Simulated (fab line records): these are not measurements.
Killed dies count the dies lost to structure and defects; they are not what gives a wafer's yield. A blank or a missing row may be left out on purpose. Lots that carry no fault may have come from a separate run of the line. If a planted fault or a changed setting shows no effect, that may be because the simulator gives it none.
The tool behind it: which one? :: flow n5-finfet :: Sampling: 12 lots, 36 wafers, 5 of 1938 route steps

WHAT THE GAUGES READ, wafer by wafer
N5_BEOL_M5_CD_MEAS_28: target cd 30.6 nm, target cd y 20 nm.
lot: L075
measured: day 8 23:35
on: cd-sem-02
cd-nm (nm): 31.00 30.77 30.83

lot: L078
measured: day 10 21:25
on: cd-sem-01
cd-nm (nm): 30.47 30.73 30.96

lot: L083
measured: day 11 06:55
on: cd-sem-02
cd-nm (nm): 30.17 30.27 30.64

lot: L080
measured: day 11 14:44
on: cd-sem-03
cd-nm (nm): 30.26 30.56 31.21

lot: L082
measured: day 12 02:17
on: cd-sem-02
cd-nm (nm): 30.50 30.48 30.60

lot: L085
measured: day 12 16:31
on: cd-sem-01
cd-nm (nm): 30.56 30.61 30.65

lot: L086
measured: day 12 20:13
on: cd-sem-03
cd-nm (nm): 30.68 31.03 30.36

lot: L091
measured: day 13 14:49
on: cd-sem-01
cd-nm (nm): 30.47 30.29 30.54

lot: L093
measured: day 14 10:28
on: cd-sem-03
cd-nm (nm): 30.35 30.49 30.21

lot: L092
measured: day 14 16:25
on: cd-sem-02
cd-nm (nm): 30.55 31.05 30.58

lot: L095
measured: day 15 02:49
on: cd-sem-01
cd-nm (nm): 30.69 30.84 30.80

lot: L097
measured: day 15 20:00
on: cd-sem-02
cd-nm (nm): 30.47 30.83 30.91

EACH LOT AND THE TOOL THAT RAN IT (in order: tool; ch and the chambers of the sampled wafers; start)
lot: L075
N5_BEOL_M4_ETCHBACK_99: rie-diel-03 ch 1,2,3, day 8 13:39
N5_BEOL_M4_VIA_ETCH_34: rie-diel-03 ch 1,2,3, day 8 13:48
N5_BEOL_M4_PRE_CLEAN_60: cvd-co-02 ch 1,2, day 8 17:50
N5_BEOL_M5_ETCH_62: rie-diel-06 ch 0,1, day 8 20:49

lot: L078
N5_BEOL_M4_ETCHBACK_99: rie-diel-04 ch 1,2,3, day 10 11:20
N5_BEOL_M4_VIA_ETCH_34: rie-diel-04 ch 1,2,3, day 10 11:29
N5_BEOL_M4_PRE_CLEAN_60: cvd-co-01 ch 0,1,2, day 10 16:53
N5_BEOL_M5_ETCH_62: rie-diel-06 ch 0,1,2, day 10 19:56

lot: L083
N5_BEOL_M4_ETCHBACK_99: rie-diel-02 ch 0,1, day 10 21:43
N5_BEOL_M4_VIA_ETCH_34: rie-diel-02 ch 0,1, day 10 21:51
N5_BEOL_M4_PRE_CLEAN_60: cvd-co-01 ch 0,2, day 11 02:27
N5_BEOL_M5_ETCH_62: rie-diel-01 ch 0,2,3, day 11 05:44

lot: L080
N5_BEOL_M4_ETCHBACK_99: rie-diel-02 ch 1,2,3, day 11 04:27
N5_BEOL_M4_VIA_ETCH_34: rie-diel-02 ch 1,2,3, day 11 04:35
N5_BEOL_M4_PRE_CLEAN_60: cvd-co-02 ch 0,1,2, day 11 08:42
N5_BEOL_M5_ETCH_62: rie-diel-05 ch 0,3, day 11 13:12

lot: L082
N5_BEOL_M4_ETCHBACK_99: rie-diel-02 ch 1,3, day 11 14:41
N5_BEOL_M4_VIA_ETCH_34: rie-diel-02 ch 1,3, day 11 14:49
N5_BEOL_M4_PRE_CLEAN_60: cvd-co-02 ch 0,1,2, day 11 18:53
N5_BEOL_M5_ETCH_62: rie-diel-05 ch 0,1,3, day 11 23:18

lot: L085
N5_BEOL_M4_ETCHBACK_99: rie-diel-03 ch 0,2, day 12 06:54
N5_BEOL_M4_VIA_ETCH_34: rie-diel-03 ch 0,2, day 12 07:02
N5_BEOL_M4_PRE_CLEAN_60: cvd-co-02 ch 0,1, day 12 11:16
N5_BEOL_M5_ETCH_62: rie-diel-01 ch 2,3, day 12 15:50

lot: L086
N5_BEOL_M4_ETCHBACK_99: rie-diel-02 ch 1,2,3, day 12 07:23
N5_BEOL_M4_VIA_ETCH_34: rie-diel-02 ch 0,1,3, day 12 07:31
N5_BEOL_M4_PRE_CLEAN_60: cvd-co-02 ch 0,2, day 12 11:50
N5_BEOL_M5_ETCH_62: rie-diel-05 ch 1,2,3, day 12 16:05

lot: L091
N5_BEOL_M4_ETCHBACK_99: rie-diel-02 ch 0,3, day 13 06:10
N5_BEOL_M4_VIA_ETCH_34: rie-diel-02 ch 0,3, day 13 06:18
N5_BEOL_M4_PRE_CLEAN_60: cvd-co-01 ch 0,1,2, day 13 10:17
N5_BEOL_M5_ETCH_62: rie-diel-01 ch 0,1, day 13 13:18

lot: L093
N5_BEOL_M4_ETCHBACK_99: rie-diel-02 ch 0,3, day 14 00:49
N5_BEOL_M4_VIA_ETCH_34: rie-diel-02 ch 0,3, day 14 00:58
N5_BEOL_M4_PRE_CLEAN_60: cvd-co-01 ch 0,1,2, day 14 05:11
N5_BEOL_M5_ETCH_62: rie-diel-06 ch 1,2,3, day 14 09:47

lot: L092
N5_BEOL_M4_ETCHBACK_99: rie-diel-02 ch 0,1,2, day 14 05:34
N5_BEOL_M4_VIA_ETCH_34: rie-diel-02 ch 0,1,2, day 14 05:42
N5_BEOL_M4_PRE_CLEAN_60: cvd-co-01 ch 1,2, day 14 11:17
N5_BEOL_M5_ETCH_62: rie-diel-01 ch 0,1, day 14 14:17

lot: L095
N5_BEOL_M4_ETCHBACK_99: rie-diel-04 ch 0,1,3, day 14 13:59
N5_BEOL_M4_VIA_ETCH_34: rie-diel-04 ch 0,1,3, day 14 14:07
N5_BEOL_M4_PRE_CLEAN_60: cvd-co-01 ch 1,2, day 14 19:38
N5_BEOL_M5_ETCH_62: rie-diel-01 ch 0,1,3, day 15 00:52

lot: L097
N5_BEOL_M4_ETCHBACK_99: rie-diel-04 ch 1,2, day 15 08:25
N5_BEOL_M4_VIA_ETCH_34: rie-diel-04 ch 1,2, day 15 08:34
N5_BEOL_M4_PRE_CLEAN_60: cvd-co-01 ch 0,2, day 15 12:25
N5_BEOL_M5_ETCH_62: rie-diel-01 ch 0,2, day 15 17:08
- N5_BEOL_M4_ETCHBACK_99: etches SiO2 in CHF3, target depth 5 nm, time 10.4 s.
- N5_BEOL_M4_VIA_ETCH_34: etches the open film in C4F6/O2, target depth 69.4 nm, time 65.9 s.
- N5_BEOL_M4_PRE_CLEAN_60: time 15 s.
- N5_BEOL_M5_ETCH_62: etches SOC in N2/H2, target depth 75 nm, overetch 15 nm, time 112.5 s.

THE ANSWER, worked out from the rows above alone
Rule: usual is defined by the lots themselves. Put in order of their means at a reading, lots are off if they are a third of the lots or fewer, leave a main group of 4 or more, and stand apart from it by a gap of 3 or more times the standard deviation of the main group's means; of several such gaps the widest counts. A main group is skipped when, at the precision printed for the reading in the tables above, its means are all equal. A lot without any number at a reading at which 4 lots or more have one is off too. Where the step has rows for the other lots, those lots are counted as sound.
No lot is off on any of the readings shown, so nothing can be concluded from this.

WHAT WAS PUT IN BY THE SIMULATOR
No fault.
